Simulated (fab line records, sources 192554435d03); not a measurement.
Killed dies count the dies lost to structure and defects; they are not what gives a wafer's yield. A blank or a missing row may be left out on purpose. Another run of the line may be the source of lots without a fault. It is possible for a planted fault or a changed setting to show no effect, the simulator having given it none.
fab line records ; flow n5Finfet
record: lots: 11; wafers: 32; lastDay: 15
route steps=1938 shown FIN_CUT@168 STI_FIN_REVEAL@196 PASSIVATION@1936
lots that met no fault: taken from a fault-free run of the same line
startH: start of the lot's first displayed wafer, in hours after the record's first day ; waitH: hours from the lot's prior step to this one ; " unchanged from the row above ; L1.1+2: a single row standing in for several wafers ; - value missing, or start not given ; * or withheld: withheld ; < > ~ a bound
route shown NAME@n: NAME is a module with steps in the file, n the number in the route of the first one ; usual: average and standard deviation across the fault-free wafers ; same: alike in all rows ; chamber/n: place in a boat ; sites: the reading at each site ; _std_site: standard deviation of those values ; _edge_site: outer sites' mean less inner sites' ; radiusMm: for every site, how far away it sits from the centre of the wafer ; mask NAME#n: copy n ; behind: the last tool/chamber to shape the wafer ; hold: why the lot was held/for how many hours/how that ended ; device: the transistor (n, p or np) that didn't switch ; end of line: tests run on the same wafers once the route is complete ; a step given without rows: its recipe and nothing more ; killed: dies that structure and defects cost at the first sort, which is not the same as the wafer's yield ; map: shows each die of a wafer: x if killed, . if not, _ if none is there
set.NAME: setting as actually run; set.NAME@STEP: the setting as run at that earlier step ; model.NAME: the simulator's own value behind a step, which no gauge read
a sample of lots followed through the steps of the route, with each step as a table and each wafer as a row
services: when a tool's chamber went out of use (startH, in hours from the record's first day, below 0 if earlier), for how many hours, and the reason
== steps ==
step: N5_FIN_CUT_ETCH_20
recipe: chemistry: CF4; target: SiARC; targetDepthA: 260; maskMaterial: CAR-EUV; timeS: 43.3; ionEnergyEv: 80; pressureMtorr: 40; sourceW: 545; biasW: 36; Ar_flow_sccm: 100; cf4FlowSccm: 100; ends: cleared
usual: biasW: 36.01/0.11; drypumpMotorCurrentA: 5.89/0.26; etchRfOnTimeS: 43.1/1.7; oesProductAu: 0.66/0.061; rfVppV: 184.3/1.1; showerheadPlenumPTorr: 2.16/0.053; throttleValvePct: 15.60/0.22
lot.wafer;tool;chamber;startH;waitH;biasW;drypumpMotorCurrentA;etchRfOnTimeS;oesProductAu;rfHoursCounterH;rfVppV;showerheadPlenumPTorr;throttleValvePct
L814.3;rieDiel-06;3;27.78;0.0;36.10;5.78;46.1;0.62;170;183.7;2.16;15.93
L814.4;rieDiel-06;1;27.78;0.0;36.11;6.50;45.1;0.78;10;184.2;2.21;15.25
L814.5;rieDiel-06;2;27.78;0.0;36.04;6.02;40.9;0.65;-;184.6;2.11;15.52
L815.2;rieDiel-06;3;32.95;0.0;36.12;5.77;45.4;0.62;172;182.9;2.15;15.92
L815.4;rieDiel-06;0;32.95;0.0;35.95;5.81;42.6;0.65;130;185.1;2.22;15.56
L815.6;rieDiel-06;2;32.95;0.0;36.14;6.02;40.4;0.65;-;183.6;2.11;15.51
L817.1;rieDiel-03;1;45.09;0.0;36.08;5.44;45.1;0.61;166;184.9;2.13;15.86
L817.2;rieDiel-03;0;45.09;0.0;36.12;5.74;42.4;0.68;127;183.2;2.08;15.66
L817.5;rieDiel-03;1;45.09;0.0;36.09;5.48;45.0;0.61;-;184.7;2.13;15.87
L818.1;rieDiel-03;2;50.77;0.0;35.89;6.03;41.6;0.73;50;184.1;2.19;15.56
L818.2;rieDiel-03;1;50.77;0.0;35.92;5.49;45.4;0.61;168;184.3;2.13;15.86
L818.6;rieDiel-03;1;50.77;0.0;35.66;5.48;45.5;0.61;-;183.0;2.13;15.88
L820.1;rieDiel-02;3;62.35;0.0;36.05;6.16;42.7;0.59;229;184.5;2.13;15.72
L820.3;rieDiel-02;0;62.35;0.0;35.94;5.48;43.8;0.58;240;182.1;2.13;15.80
L820.5;rieDiel-02;0;62.35;0.0;36.02;5.51;44.2;0.58;-;182.5;2.13;15.82
L821.2;rieDiel-06;1;69.08;0.0;36.17;6.49;44.1;0.77;23;185.1;2.21;15.29
L821.4;rieDiel-06;0;69.08;0.0;36.08;5.78;42.4;0.65;143;185.6;2.22;15.61
L821.6;rieDiel-06;0;69.08;0.0;36.18;5.78;42.2;0.65;-;184.2;2.22;15.58
L826.1;rieDiel-06;0;101.59;0.0;35.96;5.79;42.0;0.65;151;186.3;2.22;15.60
L826.2;rieDiel-06;2;101.59;0.0;36.05;6.02;41.0;0.64;176;184.1;2.10;15.55
L826.5;rieDiel-06;3;101.59;0.0;35.93;5.77;45.5;0.61;-;184.7;2.15;15.98
L827.1;rieDiel-03;0;107.17;0.0;36.00;5.74;42.0;0.67;145;182.4;2.07;15.67
L827.4;rieDiel-03;2;107.17;0.0;35.95;6.04;41.0;0.73;65;184.2;2.18;15.59
L827.6;rieDiel-03;2;107.17;0.0;35.98;6.02;41.0;0.72;-;183.2;2.18;15.62
L828.1;rieDiel-03;3;111.12;0.0;35.97;5.85;44.5;0.61;204;185.5;2.20;15.52
L828.3;rieDiel-03;2;111.12;0.0;35.88;6.03;40.9;0.73;66;184.3;2.18;15.59
L828.6;rieDiel-03;1;111.12;0.0;36.18;5.46;44.8;0.60;-;182.9;2.12;15.91
L829.2;rieDiel-03;0;118.54;0.0;35.98;5.75;41.3;0.68;148;184.1;2.07;15.69
L829.5;rieDiel-03;2;118.54;0.0;35.80;6.06;40.3;0.73;-;184.7;2.18;15.61
L829.6;rieDiel-03;1;118.54;0.0;36.08;5.47;44.7;0.61;-;183.1;2.12;15.92
L830.2;rieDiel-03;0;123.65;0.0;36.07;5.74;41.3;0.67;150;182.2;2.07;15.69
L830.6;rieDiel-03;0;123.65;0.0;35.83;5.73;41.4;0.67;-;184.0;2.07;15.69
step: N5_FIN_CUT_ETCH_21
recipe: chemistry: N2/H2; target: SOC; targetDepthA: 2190; overetchA: 438; maskMaterial: SiARC; tempC: 40; ionEnergyEv: 100; biasW: 61; timeS: 523.5; pressureMtorr: 30; sourceW: 850; n2FlowSccm: 200; h2FlowSccm: 200
usual: biasW: 60.98/0.18; drypumpMotorCurrentA: 5.90/0.26; oesProductAu: 0.71/0.06; rfVppV: 241.0/1.2; showerheadPlenumPTorr: 2.56/0.075; throttleValvePct: 17.74/0.24
lot.wafer;tool;chamber;startH;waitH;biasW;drypumpMotorCurrentA;oesProductAu;rfHoursCounterH;rfVppV;showerheadPlenumPTorr;throttleValvePct
L814.3;rieDiel-06;3;27.82;0.0;61.14;5.80;0.69;170;240.8;2.53;17.98
L814.4;rieDiel-06;1;27.82;0.0;60.87;6.50;0.87;10;243.1;2.58;17.26
L814.5;rieDiel-06;2;27.82;0.0;60.78;6.02;0.67;-;240.0;2.50;17.48
L815.2;rieDiel-06;3;32.98;0.0;60.97;5.79;0.69;172;241.1;2.53;17.97
L815.4;rieDiel-06;0;32.98;0.0;61.16;5.79;0.70;130;242.5;2.69;17.96
L815.6;rieDiel-06;2;32.98;0.0;61.09;6.04;0.67;-;242.5;2.50;17.47
L817.1;rieDiel-03;1;45.13;0.0;61.03;5.47;0.68;166;240.9;2.53;18.04
L817.2;rieDiel-03;0;45.13;0.0;61.07;5.73;0.72;127;240.0;2.44;17.69
L817.5;rieDiel-03;1;45.13;0.0;60.75;5.49;0.68;-;241.3;2.53;18.03
L818.1;rieDiel-03;2;50.81;0.0;60.85;6.02;0.77;50;240.7;2.60;17.82
L818.2;rieDiel-03;1;50.81;0.0;61.00;5.48;0.68;168;241.6;2.53;18.04
L818.6;rieDiel-03;1;50.81;0.0;61.16;5.47;0.67;-;240.3;2.53;18.04
L820.1;rieDiel-02;3;62.38;0.0;61.07;6.14;0.64;229;240.6;2.53;17.96
L820.3;rieDiel-02;0;62.38;0.0;61.21;5.52;0.63;240;239.7;2.49;17.78
L820.5;rieDiel-02;0;62.38;0.0;61.24;5.50;0.64;-;240.9;2.49;17.77
L821.2;rieDiel-06;1;69.12;0.0;61.00;6.49;0.84;23;242.1;2.57;17.28
L821.4;rieDiel-06;0;69.12;0.0;60.89;5.79;0.69;143;243.1;2.69;17.97
L821.6;rieDiel-06;0;69.12;0.0;60.55;5.79;0.69;-;241.9;2.69;17.99
L826.1;rieDiel-06;0;101.63;0.0;61.26;5.77;0.69;151;243.8;2.69;18.00
L826.2;rieDiel-06;2;101.63;0.0;61.21;6.05;0.66;176;240.1;2.49;17.54
L826.5;rieDiel-06;3;101.63;0.0;60.81;5.78;0.67;-;239.4;2.52;18.02
L827.1;rieDiel-03;0;107.21;0.0;61.00;5.75;0.71;145;239.4;2.43;17.72
L827.4;rieDiel-03;2;107.21;0.0;61.13;6.05;0.75;65;241.8;2.59;17.84
L827.6;rieDiel-03;2;107.21;0.0;60.95;6.08;0.75;-;240.6;2.59;17.84
L828.1;rieDiel-03;3;111.16;0.0;60.95;5.84;0.67;204;241.7;2.63;17.71
L828.3;rieDiel-03;2;111.16;0.0;60.88;6.02;0.75;66;240.3;2.59;17.85
L828.6;rieDiel-03;1;111.16;0.0;61.04;5.48;0.67;-;240.6;2.52;18.06
L829.2;rieDiel-03;0;118.58;0.0;60.90;5.77;0.72;149;241.2;2.43;17.74
L829.5;rieDiel-03;2;118.58;0.0;60.66;6.06;0.75;-;241.0;2.59;17.87
L829.6;rieDiel-03;1;118.58;0.0;61.11;5.46;0.66;-;241.1;2.52;18.07
L830.2;rieDiel-03;0;123.69;0.0;61.09;5.74;0.71;150;239.3;2.43;17.74
L830.6;rieDiel-03;0;123.69;0.0;61.22;5.73;0.71;-;240.2;2.43;17.73
step: N5_FIN_CUT_PRECLEAN_35
recipe: timeS: 13.3; tempC: 45; pressureTorr: 125; pHfTorr: 3; pCoreactantTorr: 25; chemistry: vHF
usual: drypumpMotorCurrentA: 5.5/0.31
lot.wafer;tool;chamber;startH;waitH;drypumpMotorCurrentA
L814.3;vaporEtch-01;0;28.30;0.1;5.8
L814.4;vaporEtch-01;1;28.30;0.1;5.0
L814.5;vaporEtch-01;1;28.30;0.1;5.0
L815.2;vaporEtch-02;0;33.44;0.0;5.8
L815.4;vaporEtch-02;1;33.44;0.0;5.5
L815.6;vaporEtch-02;1;33.44;0.0;5.5
L817.1;vaporEtch-01;0;45.59;0.0;5.8
L817.2;vaporEtch-01;1;45.59;0.0;5.0
L817.5;vaporEtch-01;1;45.59;0.0;5.0
L818.1;vaporEtch-02;1;51.27;0.0;5.5
L818.2;vaporEtch-02;0;51.27;0.0;5.7
L818.6;vaporEtch-02;1;51.27;0.0;5.5
L820.1;vaporEtch-02;0;62.84;0.0;5.8
L820.3;vaporEtch-02;1;62.84;0.0;5.5
L820.5;vaporEtch-02;0;62.84;0.0;5.8
L821.2;vaporEtch-01;1;69.58;0.0;5.0
L821.4;vaporEtch-01;1;69.58;0.0;5.0
L821.6;vaporEtch-01;1;69.58;0.0;5.0
L826.1;vaporEtch-02;1;102.13;0.1;5.5
L826.2;vaporEtch-02;0;102.13;0.1;5.8
L826.5;vaporEtch-02;0;102.13;0.1;5.8
L827.1;vaporEtch-02;1;107.66;0.0;5.5
L827.4;vaporEtch-02;0;107.66;0.0;5.8
L827.6;vaporEtch-02;0;107.66;0.0;5.8
L828.1;vaporEtch-01;1;111.62;0.0;5.0
L828.3;vaporEtch-01;0;111.62;0.0;5.8
L828.6;vaporEtch-01;0;111.62;0.0;5.8
L829.2;vaporEtch-02;0;119.04;0.0;5.8
L829.5;vaporEtch-02;1;119.04;0.0;5.5
L829.6;vaporEtch-02;0;119.04;0.0;5.8
L830.2;vaporEtch-01;1;124.15;0.0;5.0
L830.6;vaporEtch-01;0;124.15;0.0;5.8
step: N5_STI_FIN_REVEAL_RECESS_09
recipe: chemistry: HF/NH3; target: SiO2; afsCycles: 11; targetDepthA: 425; tempC: 30; sublimationTempC: 180; sublimationTimeS: 60
usual: drypumpMotorCurrentA: 5.5/0.35
lot.wafer;tool;chamber;startH;waitH;drypumpMotorCurrentA
L814.3;vaporEtch-01;0;35.09;0.6;5.8
L814.4;vaporEtch-01;1;35.09;0.6;5.0
L814.5;vaporEtch-01;0;35.09;0.6;5.8
L815.2;vaporEtch-01;1;40.49;0.0;5.0
L815.4;vaporEtch-01;0;40.49;0.0;5.8
L815.6;vaporEtch-01;0;40.49;0.0;5.8
L817.1;vaporEtch-01;0;51.99;0.0;5.8
L817.2;vaporEtch-01;1;51.99;0.0;5.0
L817.5;vaporEtch-01;0;53.05;1.1;5.8
L818.1;vaporEtch-01;1;57.98;0.0;5.0
L818.2;vaporEtch-01;0;57.98;0.0;5.8
L818.6;vaporEtch-01;1;59.04;1.1;5.0
L820.1;vaporEtch-02;1;69.78;0.0;5.5
L820.3;vaporEtch-02;0;69.78;0.0;5.8
L820.5;vaporEtch-02;0;69.78;0.0;5.8
L821.2;vaporEtch-01;1;76.63;0.0;5.0
L821.4;vaporEtch-01;1;76.63;0.0;5.0
L821.6;vaporEtch-01;0;76.63;0.0;5.8
L826.1;vaporEtch-02;0;110.55;0.0;5.8
L826.2;vaporEtch-02;1;110.55;0.0;5.5
L826.5;vaporEtch-02;0;111.61;1.1;5.8
L827.1;vaporEtch-01;1;113.94;0.0;5.0
L827.4;vaporEtch-01;0;113.94;0.0;5.8
L827.6;vaporEtch-01;1;113.94;0.0;5.0
L828.1;vaporEtch-01;1;118.08;0.0;5.0
L828.3;vaporEtch-01;1;118.08;0.0;5.0
L828.6;vaporEtch-01;0;118.08;0.0;5.8
L829.2;vaporEtch-01;0;125.72;0.0;5.8
L829.5;vaporEtch-01;1;126.78;1.1;5.0
L829.6;vaporEtch-01;0;126.78;1.1;5.8
L830.2;vaporEtch-01;0;131.22;0.0;5.8
L830.6;vaporEtch-01;0;132.28;1.1;5.8
step: N5_STI_FIN_REVEAL_FIN_H_MEAS_10
usual: trenchDepthNm: 51.5/0.89
lot.wafer;tool;chamber;startH;waitH;trenchDepthNm
L814.3;ocd-01;-;37.26;0.0;52.9
L814.4;ocd-01;-;37.26;0.0;51.3
L814.5;ocd-01;-;37.26;0.0;51.2
L815.2;ocd-01;-;43.19;0.0;51.1
L815.4;ocd-01;-;43.19;0.0;52.9
L815.6;ocd-01;-;43.19;0.0;50.1
L817.1;ocd-01;-;54.69;0.0;52.4
L817.2;ocd-01;-;54.69;0.0;52.7
L817.5;ocd-01;-;54.69;0.0;52.8
L818.1;ocd-01;-;60.67;0.0;52.1
L818.2;ocd-01;-;60.67;0.0;51.4
L818.6;ocd-01;-;60.67;0.0;51.3
L820.1;ocd-02;-;72.49;0.0;51.1
L820.3;ocd-02;-;72.49;0.0;50.0
L820.5;ocd-02;-;72.49;0.0;51.8
L821.2;ocd-02;-;79.39;0.0;52.5
L821.4;ocd-02;-;79.39;0.0;50.7
L821.6;ocd-02;-;79.39;0.0;52.0
L826.1;ocd-02;-;113.25;0.0;50.4
L826.2;ocd-02;-;113.25;0.0;52.6
L826.5;ocd-02;-;113.25;0.0;51.3
L827.1;ocd-02;-;116.67;0.0;50.3
L827.4;ocd-02;-;116.67;0.0;51.2
L827.6;ocd-02;-;116.67;0.0;50.4
L828.1;ocd-02;-;120.78;0.0;52.7
L828.3;ocd-02;-;120.78;0.0;52.9
L828.6;ocd-02;-;120.78;0.0;52.6
L829.2;ocd-01;-;128.42;0.0;65.7
L829.5;ocd-01;-;128.42;0.0;50.3
L829.6;ocd-01;-;128.42;0.0;51.7
L830.2;ocd-02;-;133.92;0.0;66.8
L830.6;ocd-02;-;133.92;0.0;51.8
step: N5_PASSIVATION_PROBE_49
usual: killed_at_M0_to_M3: 35/11; killed_at_M4_up: 13/5.7; killedAtContacts: 12/5.7; killedAtFrontEnd: 40/11; killedAtOther: 4/4.4; killedDies: 105/18; killedOnRim: 14/3.9; killedOpen: 68/14; killedShort: 34/7.4
same: grossDies: 1180; killedAtBackSide: 0
lot.wafer;tool;chamber;startH;waitH;killed_at_M0_to_M3;killed_at_M4_up;killedAtContacts;killedAtFrontEnd;killedAtOther;killedDies;killedOnRim;killedOpen;killedShort
L826.1;prober-01;-;327.48;0.0;49;11;24;49;4;137;27;87;38
L826.2;prober-01;-;327.53;0.1;43;11;12;50;1;117;15;76;41
L826.5;prober-01;-;327.68;0.2;31;15;12;29;1;88;12;65;14
L829.2;prober-02;-;345.61;0.1;30;5;8;30;9;82;11;42;37
L829.5;prober-02;-;345.76;0.2;27;12;12;41;1;93;7;56;37
L829.6;prober-02;-;345.81;0.3;27;11;10;28;13;89;12;52;29
L827.1;prober-02;-;345.86;0.3;18;17;28;52;3;118;11;86;31
L827.4;prober-02;-;346.01;0.5;20;14;9;35;4;82;13;56;22
L827.6;prober-02;-;346.11;0.6;45;27;19;33;1;125;17;80;43
killed by level:class
L826.1 MOL_CONTACT_COAG:geometricParticle:open=21 BEOL_M0_SAQP:geometricParticle:open=19 BEOL_M0_SAQP:geometricParticle:short=13 FIN_SAQP:geometricParticle:open=11 FIN_SAQP:geometricParticle:short=9 HKMG_FIN:areaEtch=8 STI_FIN_REVEAL:geometricParticle:open=7 BEOL_M3:geometricParticle:open=7
L826.2 FIN_SAQP:geometricParticle:open=12 BEOL_M1:geometricParticle:open=11 FIN_SAQP:geometricParticle:short=10 MOL_CONTACT_COAG:geometricParticle:open=10 BEOL_M0_SAQP:geometricParticle:open=8 BEOL_M0_SAQP:geometricParticle:short=8 BEOL_M4:geometricParticle:open=7 STI_FIN_REVEAL:geometricParticle:open=6
L826.5 BEOL_M1:geometricParticle:open=11 MOL_CONTACT_COAG:geometricParticle:open=10 FIN_SAQP:geometricParticle:open=8 BEOL_M0_SAQP:geometricParticle:open=7 BEOL_M3:geometricParticle:open=6 BEOL_M4:geometricParticle:open=6 FIN_CUT:areaEtch=6 GATE_CUT:geometricParticle:short=4
L829.2 BEOL_M0_SAQP:geometricParticle:short=10 STI_FIN_REVEAL:geometricParticle:open=8 MOL_CONTACT_COAG:geometricParticle:open=6 BEOL_M3:geometricParticle:open=6 GATE_CUT:geometricParticle:short=5 BEOL_M3:geometricParticle:short=4 MIM_TOP_ETCH:geometricParticle:open=4 STI_FIN_REVEAL:geometricParticle:short=3
L829.5 FIN_SAQP:geometricParticle:short=12 MOL_CONTACT_COAG:geometricParticle:open=10 BEOL_M0_SAQP:geometricParticle:open=8 GATE_CUT:geometricParticle:open=7 STI_FIN_REVEAL:geometricParticle:open=5 GATE_CUT:geometricParticle:short=5 BEOL_M0_SAQP:geometricParticle:short=5 BEOL_M2:geometricParticle:open=5
L829.6 MIM_TOP_ETCH:areaEtch=8 MOL_CONTACT_COAG:geometricParticle:open=6 BEOL_M2:geometricParticle:open=6 BEOL_M0_SAQP:geometricParticle:open=5 BEOL_M4:geometricParticle:open=5 ILD0:geometricParticle:short=4 MOL_CONTACT_COAG:geometricParticle:short=4 BEOL_M0:geometricParticle:open=4
L827.1 STI_FIN_REVEAL:geometricParticle:open=23 MOL_CONTACT_COAG:geometricParticle:open=21 BEOL_M4:geometricParticle:open=9 MOL_CONTACT_COAG:geometricParticle:short=7 GATE_CUT:geometricParticle:open=6 STI_FIN_REVEAL:geometricParticle:short=5 BEOL_M0_SAQP:geometricParticle:open=4 BEOL_M1:geometricParticle:open=4
L827.4 BEOL_M4:geometricParticle:open=8 MOL_CONTACT_COAG:geometricParticle:open=7 STI_FIN_REVEAL:geometricParticle:open=6 BEOL_M0_SAQP:geometricParticle:short=5 FIN_SAQP:geometricParticle:short=4 GATE_CUT:geometricParticle:short=4 BEOL_M0_SAQP:geometricParticle:open=4 BEOL_M1:geometricParticle:open=4
L827.6 BEOL_M0_SAQP:geometricParticle:short=15 MOL_CONTACT_COAG:geometricParticle:open=14 STI_FIN_REVEAL:geometricParticle:open=12 BEOL_M4:geometricParticle:open=11 BEOL_M0_SAQP:geometricParticle:open=9 BEOL_M2:geometricParticle:open=6 MOL_CONTACT_COAG:geometricParticle:short=5 BEOL_M1:geometricParticle:open=5
== services ==
tool;chamber;startH;hours;kind
rieDiel-06;3;11.08;7.0;repair
rieDiel-02;3;44.06;5.9;repair
rieDiel-03;0;47.69;2.1;repair
rieDiel-06;2;58.47;8.6;repair
rieDiel-02;0;84.26;23.0;repair
vaporEtch-01;0;84.92;7.1;repair
vaporEtch-01;1;103.77;2.8;repair
rieDiel-02;0;119.54;-;clean
rieDiel-02;0;119.54;-;consumableReplace:focusRing
rieDiel-02;0;119.54;13.2;scheduledDown
rieDiel-02;0;119.54;13.2;ventCycle
== key ==
firstSign: step: N5_STI_FIN_REVEAL_FIN_H_MEAS_10; reading: trenchDepthNm; direction: up; sigmas: 17; usual: 51.5; struck: 66.3
effect none on later readings
metAt N5_STI_FIN_REVEAL_RECESS_09
struckLots L829,L830
struckWafers L829.2,L830.2
testerLeftOut L829,L830
notActingAt N5_FIN_CUT_ETCH_20,N5_FIN_CUT_ETCH_21,N5_FIN_CUT_PRECLEAN_35
onsetBetween 118.08 125.72
fault: kind: processParameterDrift; tool: vaporEtch-01; chamber: -; onsetH: 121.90; steps: N5_STI_FIN_REVEAL_RECESS_09; channel: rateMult; offset: 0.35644; shape: step; endH: 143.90; scope: struckWafersOnly
testerLeftOut: of these lots the tester's yield and bins aren't shown, on N5 and GAA mostly nor the transistor test; their killed dies are dies lost to structure and defects alone, not to doping, threshold or leakage, so they don't give the yield
